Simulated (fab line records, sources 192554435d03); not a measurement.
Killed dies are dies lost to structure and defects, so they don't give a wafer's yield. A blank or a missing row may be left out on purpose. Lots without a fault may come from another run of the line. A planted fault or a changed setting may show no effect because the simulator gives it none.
Chamber matching | flow n5_finfet | N5_BEOL_M10_DESCUM_33 on rie_diel-04: 4 sister chambers
The step chemistry O2, time 7.9 s. 4 wafers are shown with their chamber, then 8 later ones without.

WAFERS WITH THEIR CHAMBER
wafer  | chamber | showerhead_plenum_p_Torr (Torr)
L078.4 | 0       | 2.06
L083.4 | 3       | 2.14
L083.5 | 1       | 2.09
L092.2 | 2       | 2.08

WAFERS WITHOUT THEIR CHAMBER
wafer  | showerhead_plenum_p_Torr (Torr)
L092.4 | 2.05
L092.5 | 2.05
L094.2 | 2.04
L094.3 | 2.08
L094.5 | 2.04
L096.2 | 2.08
L096.4 | 2.04
L096.5 | 2.04

WHICH CHAMBER EACH WENT THROUGH
wafer  | from the rows above          | in truth
L092.4 | can't be placed: 0 or 2 or 1 | 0
L092.5 | can't be placed: 0 or 2 or 1 | 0
L094.2 | can't be placed: 0 or 2 or 1 | 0
L094.3 | can't be placed: 2 or 1 or 0 | 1
L094.5 | can't be placed: 0 or 2 or 1 | 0
L096.2 | can't be placed: 2 or 1 or 0 | 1
L096.4 | can't be placed: 0 or 2 or 1 | 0
L096.5 | can't be placed: 0 or 2 or 1 | 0
Placed correctly: 0 of 8. Can't be placed from these rows: 8 (the true chamber is among the candidates in 8). Placed wrongly: 0.
How it was worked out, from the rows above alone: a wafer's distance from a chamber is the root of the sum, over the readings, of the square of ((its reading less the chamber's mean) divided by the reading's scatter). The wafer belongs to the nearest chamber; if the next one is less than 2 further off, it can't be placed. A chamber's mean is the mean of its shown wafers. The scatter: with one shown wafer a chamber, the root of the mean of the squares of how far each hidden wafer lies from its nearest shown one.
